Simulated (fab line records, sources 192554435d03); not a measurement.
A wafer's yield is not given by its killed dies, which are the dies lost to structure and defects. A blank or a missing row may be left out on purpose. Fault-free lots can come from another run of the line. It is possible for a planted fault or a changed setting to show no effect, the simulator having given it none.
A lot that was struck, set against a sound lot || flow n5 finfet || 42 out of 1938 route steps
Sound: these wafers, L402.2, L402.4, L402.5. Wafers struck: L393.2, L393.3, L393.5. The cause comes at the end.
At each step with rows: each side's tool, then ch and its chambers, then its first start. Under that, the readings that differ: sound wafers || struck wafers || difference of the means || sigmas: that difference in standard deviations of wafers without a fault.
alike: words and numbers the same on both sides, and readings whose means are apart by under 2 such deviations; not compared: readings that were withheld, readings missing a value for some wafer, numbers with overlapping values and no deviation given by the record, and bounds like >300 which may hide the same value.
Wherever a step has rows on one side only, a row that says differs or no value, or a row with sigmas, the two part there. When numbers do not overlap yet have no deviation, they are printed without sigmas and do not part them. A reading that every wafer of one side lacks parts them only if that side has two wafers or more.

first, 4 steps without rows for these wafers: N5_BEOL_M1_STRIP_36 (strips in N2/H2); N5_BEOL_M1_TRENCH_ETCH_37 (etches SiOC in C4F6/O2, target depth 55.207 nm, time 29 s); N5_BEOL_M1_ETCH_41 (etches SiCN in CH3F/O2, target depth 31.9 nm, time 57.8 s); N5_BEOL_M1_STRIP_97 (strips in N2/H2, time 10 s).
N5_BEOL_M1_OCD_MEAS_38:
  sound on ocd-01 at day 10 09:54; struck on ocd-01 at day 7 20:01
  alike: trench depth nm
then, 4 steps without rows for these wafers: N5_BEOL_M1_HM_STRIP_39 (strips TiN in peroxide tin strip, target depth 25 nm, time 158 s); N5_BEOL_M1_SRD_40 (time 30 s); N5_BEOL_M1_PRECLEAN_42 (cleans in residue remover, time 60 s); N5_BEOL_M1_SRD_43 (time 30 s).
N5_BEOL_M1_CD_MEAS_35: target cd 18 nm, target cd y 21 nm.
  sound on cd sem-02 at day 10 10:03; struck on cd sem-02 at day 7 20:10
  alike: cd nm
N5_BEOL_M1_DEGAS_44: time 60 s.
  sound on pvd sputter-01 at day 10 10:16; struck on pvd sputter-03 at day 7 20:29
  alike: heater power w
then, 1 step without rows for these wafers: N5_BEOL_M1_PRE_CLEAN_45 (time 30 s).
N5_BEOL_M1_ALD_84: deposits TaN, pulse time 2 s, purge time 3 s, co reactant purge time 2 s.
  sound on ald metal-04 ch 0,1, day 10 10:22; struck on ald metal-03 ch 1,2, day 7 20:35
  alike: heater power w, precursor vessel pressure torr
then, 6 steps without rows for these wafers: N5_BEOL_M1_SURFACE_TREAT_85; N5_BEOL_M1_CVD_47 (deposits Co from CCTBA/H2, target thk 3 nm, time 223.8 s); N5_BEOL_M1_SPUTTER_48 (material Cu, target thk 4.5 nm, time 8.29 s); N5_BEOL_M1_ANNEAL_49 (time 240 s); N5_BEOL_M1_SPUTTER_79 (material Cu, target thk 4.5 nm, time 8.29 s); N5_BEOL_M1_ANNEAL_80 (time 240 s).
N5_BEOL_M1_SPUTTER_81: material Cu, target thk 4.5 nm, time 8.29 s.
  sound on pvd sputter-01 at day 10 11:20; struck on pvd sputter-02 at day 7 21:55
  alike: chamber pressure pa, chuck gas flow sccm, throttle valve pct
then, 4 steps without rows for these wafers: N5_BEOL_M1_ANNEAL_82 (time 240 s); N5_BEOL_M1_SPUTTER_86 (material Cu, target thk 4.5 nm, time 8.29 s); N5_BEOL_M1_ANNEAL_87 (time 240 s); N5_BEOL_M1_SPUTTER_88 (material Cu, target thk 4.5 nm, time 8.29 s).
N5_BEOL_M1_ANNEAL_89: time 240 s.
  sound on pvd sputter-01 at day 10 11:52; struck on pvd sputter-02 at day 7 22:26
  alike: heater power w
N5_BEOL_M1_SPUTTER_90: material Cu, target thk 4.5 nm, time 8.29 s.
  sound on pvd sputter-01 at day 10 12:00; struck on pvd sputter-02 at day 7 22:35
  alike: chamber pressure pa, chuck gas flow sccm, throttle valve pct
then, 9 steps without rows for these wafers: N5_BEOL_M1_ANNEAL_91 (time 240 s); N5_BEOL_M1_SPUTTER_92 (material Cu, target thk 4.5 nm, time 8.29 s); N5_BEOL_M1_ANNEAL_93 (time 240 s); N5_BEOL_M1_SPUTTER_94 (material Cu, target thk 4.5 nm, time 8.29 s); N5_BEOL_M1_ANNEAL_95 (time 240 s); N5_BEOL_M1_SPUTTER_96 (material Cu, target thk 4.5 nm, time 8.29 s); N5_BEOL_M1_ECD_50 (material Cu, target thk 300 nm); N5_BEOL_M1_ANNEAL_51 (time 90 s); N5_BEOL_M1_CMP_52 (polishes, stops on SiOC, t overpolish 6.8 s, target thk 40 nm).
N5_BEOL_M1_THK_MEAS_53: measures by xrf.
  sound on film metro-01 at day 10 13:27; struck on film metro-02 at day 8 00:02
  alike: M1_THK
N5_BEOL_M1_PRE_CLEAN_60: time 15 s.
  sound on cvd co-02 ch 0,1, day 10 13:29; struck on cvd co-01 ch 0,1, day 8 00:05
  alike: heater power w
then, 3 steps without rows for these wafers: N5_BEOL_M1_CO_CAP_55 (material Co, precursor CCTBA/H2, target thk 2 nm, time 102.1 s); N5_BEOL_M1_PRE_CLEAN_56 (time 15 s); N5_BEOL_M1_DEP_57 (deposits SiCN from 3MS/NH3, target thk 8 nm, time 14 s).
N5_BEOL_M1_RS_MEAS_58: a four-point-probe measurement.
  sound on film metro-02 at day 10 13:45; struck on film metro-01 at day 8 00:18
  alike: M1_RS
-- here the record skips 6 days between the struck wafers' starts before and after, leaving off in module BEOL_M1 and picking up in module PASSIVATION (first step shown: number 1936 of the route) --
N5_PASSIVATION_PROBE_49:
  record: rows for the struck wafers here (prober-01, day 13 20:35), none for the sound ones

== WHERE THEY PART ==
N5_PASSIVATION_PROBE_49 only, going by this record.

WHY: the cause the simulator had injected
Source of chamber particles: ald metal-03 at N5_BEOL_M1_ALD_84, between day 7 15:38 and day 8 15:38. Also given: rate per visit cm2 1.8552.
